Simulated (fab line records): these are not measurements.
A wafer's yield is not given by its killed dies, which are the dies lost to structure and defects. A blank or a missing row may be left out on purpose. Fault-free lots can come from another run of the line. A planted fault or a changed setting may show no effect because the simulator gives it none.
Split-lot trial | flow n5 finfet | on a route of 1938 steps: 7 lots, 21 wafers read

ON THE SPLIT
At N5_MOL_CONTACT_COAG_COAT_76 (time 60 s, resist thk 10 nm), the setting spin rpm was moved away from the recipe's 1500 rpm on 5 of the 21 wafers read, by +3.1% to +10.4%. This setting was run at the recipe's value on the other wafers.

FROM THE SPLIT TO THE READING: what the file shows between them, 4 steps
- N5_MOL_CONTACT_COAG_COAT_77: time 60 s, resist thk 10 nm
- N5_MOL_CONTACT_COAG_COAT_78: resist thk 40 nm
- N5_MOL_CONTACT_COAG_DESCUM_88: chemistry O2, time 7 s
- N5_MOL_CONTACT_COAG_ETCH_89: etches underlayer in N2/H2, target depth 13 nm, time 10.4 s

THE READING
etch.depth nm (the simulator's own value, which no gauge read), in nm, at N5_MOL_CONTACT_COAG_ETCH_90 (etches SiARC in CF4, target depth 13 nm, time 21.7 s). No usual value for it is given in the file. Here, 16 wafers ran the recipe; their average is 9.983 nm with a standard deviation of 0.02 nm.

wafer  | tool, chamber at the split | spin rpm as run, rpm | against the recipe | etch.depth nm, nm | against lot-mates on the recipe
L075.1 | litho track-05, 0          | 1500                 | recipe             | 10                | -
L075.3 | litho track-05, 0          | 1500                 | recipe             | 9.993             | -
L075.4 | litho track-05, 0          | 1500                 | recipe             | 9.996             | -
L079.1 | litho track-01, 0          | 1500                 | recipe             | 9.956             | -
L079.3 | litho track-01, 0          | 1546                 | +3.1%              | 9.806             | -0.148
L079.5 | litho track-01, 0          | 1500                 | recipe             | 9.951             | -
L081.2 | litho track-01, 0          | 1599                 | +6.6%              | 9.694             | -0.326
L081.4 | litho track-01, 0          | 1500                 | recipe             | 10.02             | -
L081.6 | litho track-01, 0          | 1599                 | +6.6%              | 9.722             | -0.298
L083.1 | litho track-05, 0          | 1656                 | +10.4%             | 9.466             | -0.488
L083.4 | litho track-05, 0          | 1656                 | +10.4%             | 9.53              | -0.424
L083.5 | litho track-05, 0          | 1500                 | recipe             | 9.954             | -
L085.1 | litho track-01, 0          | 1500                 | recipe             | 9.988             | -
L085.2 | litho track-01, 0          | 1500                 | recipe             | 10                | -
L085.6 | litho track-01, 0          | 1500                 | recipe             | 9.99              | -
L087.1 | litho track-04, 0          | 1500                 | recipe             | 9.963             | -
L087.2 | litho track-04, 0          | 1500                 | recipe             | 9.97              | -
L087.3 | litho track-04, 0          | 1500                 | recipe             | 9.966             | -
L097.1 | litho track-04, 0          | 1500                 | recipe             | 9.998             | -
L097.3 | litho track-04, 0          | 1500                 | recipe             | 9.993             | -
L097.5 | litho track-04, 0          | 1500                 | recipe             | 9.993             | -

THE FIT
A straight line over all 21 wafers: etch.depth nm changes by -0.0456 nm for each +1% of spin rpm; r = -0.99; the points scatter about the line by 0.025 nm.
The same after taking each lot's own level away (the mean of its wafers on the recipe; 21 wafers): -0.0448 nm for each +1%; r = -1.00; scatter 0.013 nm.
According to that fit, moving spin rpm by its largest amount changes the reading by 0.47 nm.
From 9.9535 to 10.0200 nm: that is the span of the lots' own levels, equal to 3.4 times the standard deviation above.
The two slopes are in agreement: the lot-to-lot level therefore moves the slope only a little.
Check: -0.456 nm against its lot-mates is what the line predicts for one of the wafers moved furthest among these (+10.4%) when that wafer is left out of the fit. It came out at -0.488 nm against them.

OTHER SPLITS APPLIED TO THESE WAFERS
Note: prior to the reading, these wafers also went through further splits. Each is held against what the fit with the lots' levels taken away leaves over:
other split on the same wafers    | wafers away from the commonest value | r with etch.depth nm (lot level and that fit taken away)
N5_MOL_CONTACT_COAG_ALD_27 time s | 13                                   | -0.18

THE WHOLE CHAIN: every reading that the file lists as answering this split, in the file's order
step                        | what it does                                         | reading                                                                                   | change (the file's fit)                | r (the file's)
N5_MOL_CONTACT_COAG_COAT_76 | time 60 s, resist thk 10 nm                          | SiARC_of_MOL_CONTACT_COAG_COAT_76.thk nm (the simulator's own value, which no gauge read) | -0.0484 nm for each +1% of the setting | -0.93
N5_MOL_CONTACT_COAG_ETCH_90 | etches SiARC in CF4, target depth 13 nm, time 21.7 s | etch.depth nm (the simulator's own value, which no gauge read)                            | -0.0449 nm for each +1% of the setting | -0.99

THE FILE'S OWN FIT
etch.depth nm changes by -0.0449 nm for each +1% of spin rpm, r = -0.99.
